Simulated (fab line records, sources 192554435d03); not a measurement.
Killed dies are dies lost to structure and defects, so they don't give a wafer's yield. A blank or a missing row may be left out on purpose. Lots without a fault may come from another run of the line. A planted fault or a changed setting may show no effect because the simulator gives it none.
Which tool did it? | flow n5_finfet | 22 lots, 66 wafers sampled, at 6 steps of a route of 1938

WHAT THE GAUGES READ, wafer by wafer
N5_BEOL_M11_THK_MEAS_01.
lot  | measured     | on            | M11_ILD_THK (nm)
L077 | day 11 12:15 | film_metro-01 | 263 267 272
L074 | day 11 17:27 | film_metro-02 | 260 261 260
L075 | day 11 17:25 | film_metro-02 | 270 264 274
L076 | day 12 01:05 | film_metro-02 | 265 270 266
L078 | day 12 13:07 | film_metro-02 | 267 263 271
L079 | day 12 12:38 | film_metro-01 | 266 264 272
L080 | day 12 18:28 | film_metro-02 | 264 262 266
L082 | day 14 02:56 | film_metro-02 | 266 267 269
L085 | day 14 06:16 | film_metro-01 | 266 263 264
L084 | day 14 07:09 | film_metro-02 | 265 268 277
L087 | day 15 03:08 | film_metro-01 | 269 267 269
L086 | day 15 09:58 | film_metro-01 | 267 273 269
L088 | day 15 10:56 | film_metro-01 | 269 270 271
L089 | day 15 12:12 | film_metro-01 | 270 270 274
L090 | day 15 20:13 | film_metro-01 | 264 269 266
L092 | day 15 20:47 | film_metro-01 | 263 265 270
L093 | day 16 04:44 | film_metro-01 | 268 269 272
L091 | day 16 04:40 | film_metro-01 | 264 272 272
L094 | day 16 12:41 | film_metro-01 | 266 269 275
L095 | day 16 23:37 | film_metro-01 | 263 273 269
L096 | day 17 03:00 | film_metro-01 | 262 269 268
L097 | day 17 19:13 | film_metro-02 | 265 268 269

WHICH TOOL RAN EACH LOT (tool, then ch and the chambers of the sampled wafers, then the start)
lot  | N5_BEOL_M10_HM_OPEN_17            | N5_BEOL_M10_STRIP_19               | N5_BEOL_M10_ETCH_65                | N5_BEOL_M10_STRIP_77                          | N5_BEOL_M11_CURE_71
L077 | rie_metal-03 ch 0,1, day 11 04:42 | rie_diel-05 ch 0,2, day 11 04:52   | rie_diel-01 ch 0,1,3, day 11 07:34 | rie_diel-01 ch 0,1,3, day 11 11:44 or earlier | uv_cure-03 ch 2, day 11 11:44
L074 | rie_metal-01 ch 0,1, day 11 08:46 | rie_diel-01 ch 0,1,3, day 11 08:52 | rie_diel-05 ch 0,2,3, day 11 11:16 | rie_diel-05 ch 0,2,3, day 11 16:27 or earlier | uv_cure-02 ch 0, day 11 16:27
L075 | rie_metal-03 ch 1, day 11 09:05   | rie_diel-01 ch 0,1,3, day 11 09:11 | rie_diel-01 ch 0,1, day 11 12:04   | rie_diel-01 ch 0,1, day 11 16:55 or earlier   | uv_cure-01 ch 1, day 11 16:55
L076 | rie_metal-02 ch 0,1, day 11 17:47 | rie_diel-05 ch 0,2, day 11 17:54   | rie_diel-05 ch 0,1,2, day 11 19:31 | rie_diel-05 ch 0,1,2, day 12 00:40 or earlier | uv_cure-01 ch 1, day 12 00:40
L078 | rie_metal-01 ch 0,1, day 12 04:09 | rie_diel-01 ch 1,2,3, day 12 04:16 | rie_diel-05 ch 0,1,3, day 12 08:34 | rie_diel-05 ch 0,1,3, day 12 12:41 or earlier | uv_cure-02 ch 0, day 12 12:41
L079 | rie_metal-02 ch 0,1, day 12 04:24 | rie_diel-01 ch 1,2,3, day 12 04:31 | rie_diel-01 ch 0,2, day 12 08:24   | rie_diel-01 ch 0,2, day 12 12:08 or earlier   | uv_cure-02 ch 2, day 12 12:08
L080 | rie_metal-02 ch 0,1, day 12 13:39 | rie_diel-01 ch 0,1, day 12 13:47   | rie_diel-04 ch 0,2,3, day 12 14:44 | rie_diel-04 ch 0,2,3, day 12 17:56 or earlier | uv_cure-03 ch 2, day 12 17:56
L082 | rie_metal-03 ch 0,1, day 13 21:17 | rie_diel-01 ch 0,2, day 13 21:25   | rie_diel-05 ch 2,3, day 13 23:22   | rie_diel-05 ch 2,3, day 14 02:26 or earlier   | uv_cure-01 ch 2, day 14 02:26
L085 | rie_metal-03 ch 0,1, day 14 01:06 | rie_diel-04 ch 0,1,3, day 14 01:14 | rie_diel-05 ch 0,2,3, day 14 01:53 | rie_diel-05 ch 0,2,3, day 14 05:46 or earlier | uv_cure-03 ch 2, day 14 05:46
L084 | rie_metal-02 ch 1, day 14 01:23   | rie_diel-04 ch 0,3, day 14 01:36   | rie_diel-04 ch 1,2,3, day 14 03:22 | rie_diel-04 ch 1,2,3, day 14 06:38 or earlier | uv_cure-03 ch 0, day 14 06:38
L087 | rie_metal-02 ch 0,1, day 14 21:41 | rie_diel-01 ch 1,2,3, day 14 21:50 | rie_diel-01 ch 1,2,3, day 14 23:16 | rie_diel-01 ch 1,2,3, day 15 02:38 or earlier | uv_cure-03 ch 1, day 15 02:38
L086 | rie_metal-02 ch 0,1, day 15 01:19 | rie_diel-05 ch 1,2, day 15 01:26   | rie_diel-05 ch 1,2, day 15 05:01   | rie_diel-05 ch 1,2, day 15 09:32 or earlier   | uv_cure-02 ch 2, day 15 09:32
L088 | rie_metal-03 ch 0, day 15 06:14   | rie_diel-04 ch 1,2,3, day 15 06:22 | rie_diel-04 ch 0,2,3, day 15 07:29 | rie_diel-04 ch 0,2,3, day 15 10:25 or earlier | uv_cure-02 ch 1, day 15 10:25
L089 | rie_metal-03 ch 0,1, day 15 06:20 | rie_diel-04 ch 0,1,3, day 15 06:28 | rie_diel-04 ch 0,1,2, day 15 07:57 | rie_diel-04 ch 0,1,2, day 15 11:46 or earlier | uv_cure-03 ch 2, day 15 11:46
L090 | rie_metal-02 ch 0,1, day 15 11:33 | rie_diel-01 ch 0,2,3, day 15 11:40 | rie_diel-01 ch 0,2,3, day 15 16:11 | rie_diel-01 ch 0,2,3, day 15 19:43 or earlier | uv_cure-01 ch 2, day 15 19:43
L092 | rie_metal-03 ch 0, day 15 13:22   | rie_diel-04 ch 0,1,2, day 15 13:28 | rie_diel-01 ch 0,2, day 15 16:39   | rie_diel-01 ch 0,2, day 15 20:16 or earlier   | uv_cure-01 ch 1, day 15 20:16
L093 | rie_metal-01 ch 0,1, day 15 22:21 | rie_diel-05 ch 0,3, day 15 22:39   | rie_diel-04 ch 0,1,2, day 16 01:05 | rie_diel-04 ch 0,1,2, day 16 04:23 or earlier | uv_cure-03 ch 0, day 16 04:23
L091 | rie_metal-02 ch 0,1, day 15 22:34 | rie_diel-04 ch 0,1, day 15 22:41   | rie_diel-01 ch 0,2,3, day 16 00:56 | rie_diel-01 ch 0,2,3, day 16 04:10 or earlier | uv_cure-02 ch 2, day 16 04:10
L094 | rie_metal-03 ch 1, day 16 07:15   | rie_diel-01 ch 0,1,2, day 16 07:27 | rie_diel-04 ch 0,1,3, day 16 08:07 | rie_diel-04 ch 0,1,3, day 16 12:10 or earlier | uv_cure-02 ch 2, day 16 12:10
L095 | rie_metal-01 ch 0,1, day 16 17:49 | rie_diel-01 ch 0,2, day 16 17:56   | rie_diel-01 ch 0,1, day 16 19:56   | rie_diel-01 ch 0,1, day 16 23:06 or earlier   | uv_cure-02 ch 0, day 16 23:06
L096 | rie_metal-03 ch 1, day 16 21:41   | rie_diel-04 ch 0,2, day 16 21:56   | rie_diel-05 ch 1,2,3, day 16 22:53 | rie_diel-05 ch 1,2,3, day 17 02:29 or earlier | uv_cure-02 ch 2, day 17 02:29
L097 | rie_metal-03 ch 1, day 17 12:37   | rie_diel-05 ch 1,2, day 17 12:47   | rie_diel-04 ch 0,2, day 17 15:04   | rie_diel-04 ch 0,2, day 17 18:47 or earlier   | uv_cure-01 ch 0, day 17 18:47
- N5_BEOL_M10_HM_OPEN_17: chemistry Cl2/BCl3, target TiN, target depth 20 nm, overetch 6 nm.
- N5_BEOL_M10_STRIP_19: strips in O2.
- N5_BEOL_M10_ETCH_65: etches SiARC in CF4, target depth 39 nm, time 65 s.
- N5_BEOL_M10_STRIP_77: strips in N2/H2, time 10 s.
- N5_BEOL_M11_CURE_71: cures SiCOH lowk, time 240 s.

WHAT THE TOOLS THEMSELVES READ (means of the sampled wafers that have a number; where no wafer has one, the mark that the record gives instead)
N5_BEOL_M10_HM_OPEN_17.
lot  | tool         | bcl3_flow_sccm (sccm) | bias_w (W) | drypump_motor_current_A (A) | oes_product_au (a.u.) | throttle_valve_pct (%)
L077 | rie_metal-03 | 21.73                 | 125.9      | 5.4                         | 0.73                  | 22.19
L074 | rie_metal-01 | 21.79                 | 126.1      | 6.0                         | 0.60                  | 22.20
L075 | rie_metal-03 | 21.74                 | 125.8      | 5.9                         | 0.60                  | 22.08
L076 | rie_metal-02 | 21.74                 | 125.6      | 6.2                         | 0.69                  | 21.95
L078 | rie_metal-01 | 21.80                 | 126.2      | 6.0                         | 0.59                  | 22.20
L079 | rie_metal-02 | 21.88                 | 125.8      | 6.2                         | 0.69                  | 21.95
L080 | rie_metal-02 | 21.79                 | 126.1      | 6.2                         | 0.70                  | 22.07
L082 | rie_metal-03 | 21.72                 | 126.2      | 5.6                         | 0.65                  | 22.13
L085 | rie_metal-03 | 21.77                 | 126.0      | 5.6                         | 0.64                  | 22.17
L084 | rie_metal-02 | 21.79                 | 125.6      | 6.1                         | 0.70                  | 22.23
L087 | rie_metal-02 | 21.80                 | 126.1      | 6.2                         | 0.68                  | 22.09
L086 | rie_metal-02 | 21.82                 | 126.3      | 6.2                         | 0.68                  | 22.10
L088 | rie_metal-03 | 21.65                 | 126.1      | 5.2                         | 0.75                  | 22.27
L089 | rie_metal-03 | 21.79                 | 125.7      | 5.4                         | 0.69                  | 22.21
L090 | rie_metal-02 | 21.69                 | 126.3      | 6.2                         | 0.67                  | 21.96
L092 | rie_metal-03 | 21.76                 | 125.8      | 5.2                         | 0.74                  | 22.28
L093 | rie_metal-01 | 21.74                 | 125.9      | 6.0                         | 0.59                  | 22.20
L091 | rie_metal-02 | 21.72                 | 126.0      | 6.2                         | 0.66                  | 21.97
L094 | rie_metal-03 | 21.70                 | 126.4      | 5.9                         | 0.57                  | 22.13
L095 | rie_metal-01 | 21.80                 | 126.1      | 6.0                         | 0.57                  | 22.21
L096 | rie_metal-03 | 21.75                 | 126.6      | 5.9                         | 0.58                  | 22.11
L097 | rie_metal-03 | 21.83                 | 126.0      | 5.9                         | 0.57                  | 22.13

N5_BEOL_M10_STRIP_19.
lot  | tool        | drypump_motor_current_A (A) | oes_product_au (a.u.) | rf_vpp_V (V) | showerhead_plenum_p_Torr (Torr) | throttle_valve_pct (%)
L077 | rie_diel-05 | 6.0                         | 0.72                  | 4.3          | 2.12                            | 16.93
L074 | rie_diel-01 | 5.6                         | 0.75                  | 4.6          | 2.06                            | 16.92
L075 | rie_diel-01 | 5.6                         | 0.75                  | 4.1          | 2.06                            | 16.92
L076 | rie_diel-05 | 6.0                         | 0.72                  | 3.9          | 2.11                            | 16.93
L078 | rie_diel-01 | 5.6                         | 0.85                  | 3.6          | 2.03                            | 16.70
L079 | rie_diel-01 | 5.6                         | 0.86                  | 3.1          | 2.03                            | 16.70
L080 | rie_diel-01 | 5.7                         | 0.79                  | 3.4          | 2.09                            | 16.96
L082 | rie_diel-01 | 6.0                         | 0.75                  | 4.1          | 2.13                            | 16.99
L085 | rie_diel-04 | 5.8                         | 0.76                  | 4.5          | 2.05                            | 16.63
L084 | rie_diel-04 | 5.8                         | 0.75                  | 3.8          | 2.02                            | 16.82
L087 | rie_diel-01 | 5.6                         | 0.90                  | 4.1          | 2.10                            | 16.59
L086 | rie_diel-05 | 5.6                         | 0.80                  | 3.7          | 2.09                            | 16.79
L088 | rie_diel-04 | 6.0                         | 0.78                  | 3.6          | 2.07                            | 16.53
L089 | rie_diel-04 | 5.8                         | 0.76                  | 3.2          | 2.05                            | 16.65
L090 | rie_diel-01 | 5.8                         | 0.94                  | 3.5          | 2.14                            | 16.55
L092 | rie_diel-04 | 5.8                         | 0.80                  | 3.7          | 2.09                            | 16.63
L093 | rie_diel-05 | 6.5                         | 0.92                  | 3.6          | 2.11                            | 16.47
L091 | rie_diel-04 | 5.8                         | 0.79                  | 4.5          | 2.09                            | 16.58
L094 | rie_diel-01 | 5.9                         | 0.89                  | 4.2          | 2.08                            | 16.76
L095 | rie_diel-01 | 6.1                         | 0.90                  | 3.4          | 2.09                            | 16.64
L096 | rie_diel-04 | 5.9                         | 0.81                  | 4.1          | 2.08                            | 16.72
L097 | rie_diel-05 | 5.6                         | 0.78                  | 3.6          | 2.09                            | 16.83

N5_BEOL_M10_ETCH_65.
lot  | tool        | bias_w (W) | drypump_motor_current_A (A) | etch_rf_on_time_s (s) | oes_product_au (a.u.) | rf_vpp_V (V) | showerhead_plenum_p_Torr (Torr) | throttle_valve_pct (%)
L077 | rie_diel-01 | 36.03      | 5.6                         | 66.6                  | 0.64                  | 183.3        | 2.11                            | 15.87
L074 | rie_diel-05 | 36.16      | 6.1                         | 65.1                  | 0.70                  | 183.9        | 2.18                            | 15.61
L075 | rie_diel-01 | 35.98      | 5.8                         | 68.3                  | 0.62                  | 184.1        | 2.17                            | 15.95
L076 | rie_diel-05 | 35.96      | 5.8                         | 64.6                  | 0.66                  | 182.9        | 2.15                            | 15.75
L078 | rie_diel-05 | 36.06      | 6.3                         | 65.1                  | 0.70                  | 183.7        | 2.13                            | 15.64
L079 | rie_diel-01 | 35.89      | 6.1                         | 64.8                  | 0.75                  | 184.2        | 2.14                            | 15.66
L080 | rie_diel-04 | 36.05      | 5.9                         | 63.9                  | 0.68                  | 183.8        | 2.09                            | 15.57
L082 | rie_diel-05 | 36.00      | 6.1                         | 65.4                  | 0.74                  | 184.4        | 2.21                            | 15.43
L085 | rie_diel-05 | 36.03      | 6.0                         | 66.7                  | 0.66                  | 184.4        | 2.18                            | 15.65
L084 | rie_diel-04 | 35.98      | 5.9                         | 65.2                  | 0.67                  | 184.0        | 2.12                            | 15.45
L087 | rie_diel-01 | 36.00      | 5.6                         | 64.8                  | 0.76                  | 184.5        | 2.16                            | 15.57
L086 | rie_diel-05 | 36.02      | 5.3                         | 65.4                  | 0.65                  | 184.1        | 2.19                            | 15.71
L088 | rie_diel-04 | 35.96      | 5.9                         | 65.0                  | 0.65                  | 182.5        | 2.08                            | 15.62
L089 | rie_diel-04 | 35.99      | 5.8                         | 65.9                  | 0.69                  | 183.8        | 2.13                            | 15.56
L090 | rie_diel-01 | 36.11      | 5.8                         | 65.3                  | 0.79                  | 184.3        | 2.19                            | 15.51
L092 | rie_diel-01 | 36.08      | 6.0                         | 65.7                  | 0.81                  | 184.6        | 2.16                            | 15.58
L093 | rie_diel-04 | 36.02      | 5.9                         | 65.1                  | 0.68                  | 183.9        | 2.13                            | 15.57
L091 | rie_diel-01 | 35.97      | 5.8                         | 65.0                  | 0.79                  | 184.3        | 2.19                            | 15.52
L094 | rie_diel-04 | 36.03      | 5.8                         | 66.6                  | 0.63                  | 183.9        | 2.08                            | 15.52
L095 | rie_diel-01 | 36.05      | 5.8                         | 65.6                  | 0.76                  | 183.3        | 2.15                            | 15.72
L096 | rie_diel-05 | 36.04      | 5.8                         | 64.6                  | 0.69                  | 183.8        | 2.17                            | 15.61
L097 | rie_diel-04 | 36.04      | 5.8                         | 64.6                  | 0.67                  | 183.2        | 2.09                            | 15.74

N5_BEOL_M10_STRIP_77.
lot  | tool        | drypump_motor_current_A (A) | h2_flow_sccm (sccm) | oes_product_au (a.u.) | rf_vpp_V (V) | showerhead_plenum_p_Torr (Torr) | throttle_valve_pct (%)
L077 | rie_diel-01 | 5.6                         | 199.6               | 0.75                  | 59.5         | 2.49                            | 23.9
L074 | rie_diel-05 | 6.0                         | 200.2               | 0.81                  | 59.8         | 2.60                            | 23.9
L075 | rie_diel-01 | 5.8                         | 200.2               | 0.75                  | 60.0         | 2.57                            | 24.1
L076 | rie_diel-05 | 5.8                         | 200.0               | 0.78                  | 59.6         | 2.56                            | 24.1
L078 | rie_diel-05 | 6.3                         | 200.2               | 0.83                  | 59.4         | 2.53                            | 24.0
L079 | rie_diel-01 | 6.1                         | 199.7               | 0.88                  | 59.1         | 2.53                            | 23.7
L080 | rie_diel-04 | 5.9                         | 200.5               | 0.79                  | 59.1         | 2.48                            | 23.8
L082 | rie_diel-05 | 6.1                         | 200.6               | 0.86                  | 59.0         | 2.61                            | 23.5
L085 | rie_diel-05 | 6.0                         | 199.9               | 0.78                  | 58.8         | 2.59                            | 23.9
L084 | rie_diel-04 | 5.9                         | 200.0               | 0.79                  | 59.3         | 2.52                            | 23.5
L087 | rie_diel-01 | 5.6                         | 200.2               | 0.90                  | 58.4         | 2.54                            | 23.6
L086 | rie_diel-05 | 5.3                         | 200.7               | 0.77                  | 60.1         | 2.59                            | 23.8
L088 | rie_diel-04 | 5.9                         | 199.9               | 0.76                  | 60.0         | 2.47                            | 23.9
L089 | rie_diel-04 | 5.8                         | 200.1               | 0.81                  | 58.8         | 2.53                            | 23.7
L090 | rie_diel-01 | 5.8                         | 200.0               | 0.94                  | 60.4         | 2.59                            | 23.6
L092 | rie_diel-01 | 6.0                         | 200.2               | 0.95                  | 59.7         | 2.56                            | 23.7
L093 | rie_diel-04 | 5.9                         | 200.1               | 0.81                  | 59.3         | 2.53                            | 23.7
L091 | rie_diel-01 | 5.8                         | 200.2               | 0.93                  | 59.5         | 2.59                            | 23.6
L094 | rie_diel-04 | 5.9                         | 199.4               | 0.76                  | 58.3         | 2.47                            | 23.6
L095 | rie_diel-01 | 5.8                         | 200.4               | 0.90                  | 58.5         | 2.55                            | 23.8
L096 | rie_diel-05 | 5.8                         | 199.5               | 0.81                  | 59.6         | 2.56                            | 23.7
L097 | rie_diel-04 | 5.8                         | 200.5               | 0.77                  | 58.8         | 2.48                            | 24.0

N5_BEOL_M11_CURE_71.
lot  | tool       | lamp_power_pct (%) | wafer_temp_C_max
L077 | uv_cure-03 | 52.31              | 387.6
L074 | uv_cure-02 | 52.31              | 388.6
L075 | uv_cure-01 | 52.31              | 386.1
L076 | uv_cure-01 | 52.33              | 386.1
L078 | uv_cure-02 | 52.34              | 388.8
L079 | uv_cure-02 | 52.34              | 386.5
L080 | uv_cure-03 | 52.29              | 386.8
L082 | uv_cure-01 | 52.35              | 386.5
L085 | uv_cure-03 | 52.37              | 387.5
L084 | uv_cure-03 | 52.27              | 386.9
L087 | uv_cure-03 | 52.30              | 387.1
L086 | uv_cure-02 | 52.33              | 386.2
L088 | uv_cure-02 | 52.32              | 386.9
L089 | uv_cure-03 | 52.31              | 387.5
L090 | uv_cure-01 | 52.24              | 386.6
L092 | uv_cure-01 | 52.37              | 386.0
L093 | uv_cure-03 | 52.35              | 387.2
L091 | uv_cure-02 | 52.34              | 386.6
L094 | uv_cure-02 | 52.38              | 386.5
L095 | uv_cure-02 | 52.31              | 388.3
L096 | uv_cure-02 | 52.31              | 386.8
L097 | uv_cure-01 | 52.31              | 385.8

THE ANSWER, worked out from the rows above alone
Rule: what is usual is taken from the lots themselves. Put in order of their means at a reading, lots are off if they are a third of the lots or fewer, leave a main group of 4 or more, and stand apart from it by a gap of 3 or more times the standard deviation of the main group's means; of several such gaps the widest counts. A main group whose means are all the same, to the digits that the tables above print for the reading, isn't used. A lot without any number at a reading at which 4 lots or more have one is off too. The other lots that the step has rows for count as sound. The gauges are gone through in route order, then the tools' own readings, and for those a lot's mean is taken as printed above. The first step at which some lot is off is used, and at that step the reading that is off furthest; a lot without a number counts as furthest.
No lot is off at any reading shown: from this, nothing can be told.

WHAT THE SIMULATOR HAD PUT IN
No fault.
